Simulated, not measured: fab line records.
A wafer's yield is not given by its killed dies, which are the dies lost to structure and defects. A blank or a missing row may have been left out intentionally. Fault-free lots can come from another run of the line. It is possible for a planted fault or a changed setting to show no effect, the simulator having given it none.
One fault seen from 2 desks / flow nandHarc / numbers are kept per desk, each desk with only its own; the story behind them comes last

== THE DEFECT DESK ==
For each lot, the counts of the inspections along the route, averaged over the sampled wafers that have a number. If a lot's mean is further than 4 standard deviations from the usual mean, the lot is out of limits and carries the mark OUT (the distance appears in the brackets).
Columns: A = rawDefectCount at NHARC_A_CHANNEL_HOLE_D2_INSPECT_40, usual 278
lot=L302; first seen here=day 14 00:02; A=300
lot=L310; first seen here=day 17 15:50; A=297
lot=L316; first seen here=day 20 03:19; A=165
lot=L322; first seen here=day 22 15:39; A=307
lot=L323; first seen here=day 22 23:02; A=221
Finding of this desk: none of the 5 lots has anything out of limits.

== FOR THE TOOL OWNER'S DESK: rieDiel-02 ==
The tool's own readings at NHARC_A_CHANNEL_FILL_D2_ETCHBACK_20 (etches the open film in C4F8/O2/Ar, target depth 27 nm, time 13.5 s): means of the sampled wafers that have a number, for each lot that ran on this tool. If a lot's mean is further than 4 standard deviations from the usual mean, the lot is out of limits and carries the mark OUT (the distance appears in the brackets).
Columns: A = oesProductAu at NHARC_A_CHANNEL_FILL_D2_ETCHBACK_20, usual 0.992 a.u.; B = rfVppV at NHARC_A_CHANNEL_FILL_D2_ETCHBACK_20, usual 981 V; C = runLengthS at NHARC_A_CHANNEL_FILL_D2_ETCHBACK_20, usual 34.8 s
lot=L310; first seen here=day 18 18:22; A=0.999; B=978; C=34.9
lot=L316; first seen here=day 21 03:28; A=0.993; B=979; C=36.5 (+4.5) OUT
This desk finds L316 out of limits, L316 being first, at day 21 03:28 (runLengthS at NHARC_A_CHANNEL_FILL_D2_ETCHBACK_20). Within limits: L310.

== TAKEN TOGETHER ==
The tool owner's desk had the chance to raise an alarm at day 21 03:28 on L316.
Nothing out of limits was seen by the defect desk.
The defect desk has L316 on record, within its limits.
Of the lots named, all ran NHARC_A_CHANNEL_FILL_D2_ETCHBACK_20 on rieDiel-02.

== WHAT WAS PUT IN BY THE SIMULATOR ==
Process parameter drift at NHARC_A_CHANNEL_FILL_D2_ETCHBACK_20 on rieDiel-02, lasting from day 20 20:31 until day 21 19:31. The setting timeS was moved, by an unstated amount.
Shown lots that were struck: L316.
Delay in hours, fault start to first out-of-limits reading, by desk: the tool owner's desk at 7.
